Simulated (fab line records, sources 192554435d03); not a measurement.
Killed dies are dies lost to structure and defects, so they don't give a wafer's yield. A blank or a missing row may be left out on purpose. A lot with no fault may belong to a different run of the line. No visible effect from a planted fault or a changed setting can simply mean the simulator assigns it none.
Matching of chambers    flow n5Finfet    N5_BEOL_M7_ILD_DEP_00 on pecvd-03 has 3 sister chambers
The step deposits SiCOH lowk from DEMS/porogen, target thk 179.75 nm, time 33.4 s. 16 wafers are shown with their chamber, then 8 later ones without.

EACH WAFER AND ITS CHAMBER
wafer   chamber  showerheadVppV (V)  throttleValvePct (%)  heaterPowerW (W)
L078.2  0        1225                14.5                  390
L078.4  0        1231                14.7                  391
L078.5  2        1341                13.2                  199
L080.2  2        1354                12.9                  191
L080.4  0        1227                14.7                  430
L080.5  1        1440                13.4                  219
L082.1  2        1394                13.1                  231
L082.3  1        1419                13.6                  206
L082.5  0        1228                14.9                  381
L084.2  0        1228                14.6                  424
L084.3  1        1424                13.5                  210
L084.5  2        1367                13.1                  228
L085.3  0        1229                14.4                  383
L085.5  1        1424                13.4                  176
L085.6  2        1390                13.0                  229
L088.1  0        1248                14.9                  432

SIGNATURES (means of the wafers above)
reading           chamber 0  chamber 1  chamber 2  scatter within a chamber
showerheadVppV    1230.86    1426.75    1369.20    14.4
throttleValvePct  14.671     13.475     13.060     0.15
heaterPowerW      404.43     202.75     215.60     20.9
Rule: a wafer lies at a distance from a chamber equal to the root of the sum of squares, over the readings, of (its reading less the chamber's mean, divided by the reading's scatter). If the next closest chamber is less than 2 further off than the closest, the wafer can't be placed; otherwise it belongs to the closest. How the scatter is found: for the shown wafers, subtract from each reading the mean of its chamber, square and add these, divide the total by (wafers less chambers), then take the root.

WAFERS WHOSE CHAMBER IS MISSING
wafer   showerheadVppV (V)  throttleValvePct (%)  heaterPowerW (W)
L088.4  1239                14.7                  426
L088.5  1356                13.0                  174
L094.1  1429                13.7                  194
L094.5  1375                13.2                  230
L094.6  1227                14.8                  346
L096.1  1370                13.2                  224
L096.5  1424                13.5                  214
L096.6  1388                13.0                  227

WHICH CHAMBER EACH ONE RAN IN
wafer   from the rows above  in truth
L088.4  0                    0
L088.5  2                    2
L094.1  1                    1
L094.5  2                    2
L094.6  0                    0
L096.1  2                    2
L096.5  1                    1
L096.6  2                    2
Correctly placed: 8 of 8. Can't be placed from these rows: 0. Wrongly placed: 0.
